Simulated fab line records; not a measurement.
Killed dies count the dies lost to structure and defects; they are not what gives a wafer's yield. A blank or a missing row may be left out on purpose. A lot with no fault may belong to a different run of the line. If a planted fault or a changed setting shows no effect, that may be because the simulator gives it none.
A single fault, viewed from 3 desks :: flow n5_finfet :: each desk holds nothing but its own numbers, with what lay behind them at the end

AT THE METROLOGY DESK
What the gauges read, lot by lot, whatever tool the lot ran on: means of the sampled wafers that have a number. The brackets show how far a lot's mean lies from the usual mean; more than 4 standard deviations puts the lot out of limits, marked OUT. Readings shown: 7 of its 12, picked as those furthest out on some lot.
Columns: A = cd_nm at N5_BEOL_M4_CD_MEAS_28, usual 26.10 nm; B = V3_OVL at N5_BEOL_M4_OVL_MEAS_29, usual -0.2 nm; C = DIBL_N at N5_BEOL_M4_RC_MEAS_101, usual 36.4 mV/V; D = IOFF_N at N5_BEOL_M4_RC_MEAS_101, usual 0.152 nA/um; E = SS_N at N5_BEOL_M4_RC_MEAS_101, usual 71.6 mV/dec; F = VT_N at N5_BEOL_M4_RC_MEAS_101, usual 251 mV; G = VT_P at N5_BEOL_M4_RC_MEAS_101, usual -252 mV
lot: L730
first seen here: day 7 22:40
A: 26.10
B: -1.1
C: 38.3
D: 0.185
E: 71.5
F: 247
G: -248

lot: L733
first seen here: day 9 04:28
A: 26.19
B: 0.1
C: 35.9
D: 0.158
E: 70.8
F: 250
G: -251

lot: L741
first seen here: day 10 12:17
A: 25.97
B: -0.3
C: 36.0
D: 0.140
E: 71.8
F: 252
G: -252

lot: L740
first seen here: day 10 16:00
A: 26.24
B: -0.2
C: 35.9
D: 0.144
E: 71.4
F: 254
G: -250

lot: L744
first seen here: day 12 07:53
A: 26.41
B: 0.1
C: 37.3
D: 0.158
E: 71.4
F: 250
G: -250

lot: L747
first seen here: day 12 11:44
A: 25.98
B: -0.5
C: 37.3
D: 0.188
E: 72.1
F: 248
G: -249
Finding of this desk: none of the 6 lots has anything out of limits.

THE DEFECT DESK
Lot by lot, what the route's inspections counted, given as the mean of those sampled wafers with a number. The brackets show how far a lot's mean lies from the usual mean; more than 4 standard deviations puts the lot out of limits, marked OUT.
Columns: A = raw_defect_count at N5_BEOL_M4_INSPECT_30, usual 390
lot: L730
first seen here: day 7 22:45
A: 301

lot: L733
first seen here: day 9 04:33
A: 427

lot: L741
first seen here: day 10 12:23
A: 398

lot: L740
first seen here: day 10 16:05
A: 324

lot: L744
first seen here: day 12 07:59
A: 329

lot: L747
first seen here: day 12 11:49
A: 417
Finding of this desk: none of the 6 lots has anything out of limits.

DESK OF THE TOOL OWNER: rie_diel-04
The tool's own readings at N5_BEOL_M4_DESCUM_33 (chemistry O2, time 7 s): means of the sampled wafers that have a number, for each lot that ran on this tool. The brackets show how far a lot's mean lies from the usual mean; more than 4 standard deviations puts the lot out of limits, marked OUT.
Columns: A = drypump_motor_current_A at N5_BEOL_M4_DESCUM_33, usual 5.6 A; B = oes_product_au at N5_BEOL_M4_DESCUM_33, usual 0.80 a.u.; C = rf_fwd_power_W at N5_BEOL_M4_DESCUM_33, usual 49.31 W; D = rf_vpp_V at N5_BEOL_M4_DESCUM_33, usual 243.2 V; E = showerhead_plenum_p_Torr at N5_BEOL_M4_DESCUM_33, usual 2.10 Torr; F = throttle_valve_pct at N5_BEOL_M4_DESCUM_33, usual 20.42 %
lot: L730
first seen here: day 7 22:50
A: 5.8
B: 0.73
C: 49.37
D: 243.2
E: 2.09
F: 20.48

lot: L741
first seen here: day 10 12:25
A: 6.0
B: 0.73
C: 49.22
D: 242.0
E: 2.06
F: 20.55

lot: L740
first seen here: day 10 16:07
A: 6.0
B: 0.79
C: 49.58
D: 242.4
E: 2.10
F: 20.40
Finding of this desk: none of the 3 lots has anything out of limits.

BROUGHT TOGETHER
The metrology desk saw nothing out of limits.
The defect desk saw nothing out of limits.
The desk of the tool owner found nothing out of limits.

WHAT HAD BEEN PUT IN BY THE SIMULATOR
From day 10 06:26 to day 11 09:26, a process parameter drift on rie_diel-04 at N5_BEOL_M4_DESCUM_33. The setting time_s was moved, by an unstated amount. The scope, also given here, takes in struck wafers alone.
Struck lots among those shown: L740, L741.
